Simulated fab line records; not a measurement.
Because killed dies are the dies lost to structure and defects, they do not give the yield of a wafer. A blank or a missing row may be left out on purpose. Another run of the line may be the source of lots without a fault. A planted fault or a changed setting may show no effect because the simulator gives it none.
Matching of chambers ; flow nand_harc ; NHARC_P_CONTACT_DESCUM_17 on rie_diel-10: 4 sister chambers
The step chemistry O2, time 3 s. 20 wafers are shown with their chamber, then 10 later ones without.

## EACH WAFER AND ITS CHAMBER
wafer;chamber;showerhead_plenum_p_Torr (Torr);drypump_motor_current_A (A);oes_product_au (a.u.)
L076.1;2;1.93;5.5;1.000
L076.2;3;1.84;6.0;0.998
L076.3;1;1.90;6.1;0.996
L081.3;3;1.84;6.0;1.000
L081.5;2;1.92;5.5;0.989
L081.6;1;1.90;6.1;0.996
L082.1;1;1.90;6.1;1.008
L082.4;0;1.86;5.8;1.001
L082.5;3;1.84;6.0;1.007
L084.4;1;1.90;6.1;1.005
L084.5;3;1.84;6.0;1.001
L084.6;0;1.86;5.9;0.998
L086.1;2;1.92;5.5;0.979
L086.2;3;1.84;6.0;1.009
L086.3;0;1.86;5.8;1.003
L087.3;0;1.86;5.8;0.994
L087.5;3;1.84;6.0;1.020
L087.6;0;1.86;5.8;1.005
L090.1;2;1.92;5.4;0.996
L090.4;1;1.90;6.1;1.003

SIGNATURES (means of the wafers above)
reading;chamber 0;chamber 1;chamber 2;chamber 3;scatter within a chamber
showerhead_plenum_p_Torr;1.8600;1.9000;1.9225;1.8400;0.00217
drypump_motor_current_A;5.820;6.100;5.475;6.000;0.0311
oes_product_au;1.00020;1.00160;0.99100;1.00583;0.00697
Rule: for each reading, subtract the chamber's mean from the wafer's reading, divide by that reading's scatter and square the result; add these up over the readings and take the root, which gives the wafer's distance from the chamber. If the next closest chamber is less than 2 further off than the closest, the wafer can't be placed; otherwise it belongs to the closest. The scatter: take each reading less its chamber's mean, square it, sum over the shown wafers, divide by the number of wafers less the number of chambers, and take the root.

## WAFERS MISSING THEIR CHAMBER
wafer;showerhead_plenum_p_Torr (Torr);drypump_motor_current_A (A);oes_product_au (a.u.)
L090.5;1.86;5.8;1.000
L093.1;1.90;6.1;0.990
L093.3;1.92;5.5;0.978
L093.6;1.92;5.5;0.974
L094.2;1.92;5.4;0.994
L094.3;1.90;6.1;1.004
L094.4;1.86;5.8;1.010
L097.1;1.92;5.5;0.992
L097.2;1.90;6.1;0.995
L097.3;1.86;5.8;1.013

## EACH ONE'S CHAMBER
wafer;from the rows above;in truth
L090.5;0;0
L093.1;1;1
L093.3;2;2
L093.6;2;2
L094.2;2;2
L094.3;1;1
L094.4;0;0
L097.1;2;2
L097.2;1;1
L097.3;0;0
Correct placement for 10 of the 10. Left unplaced by these rows: 0. 0 placed wrongly.
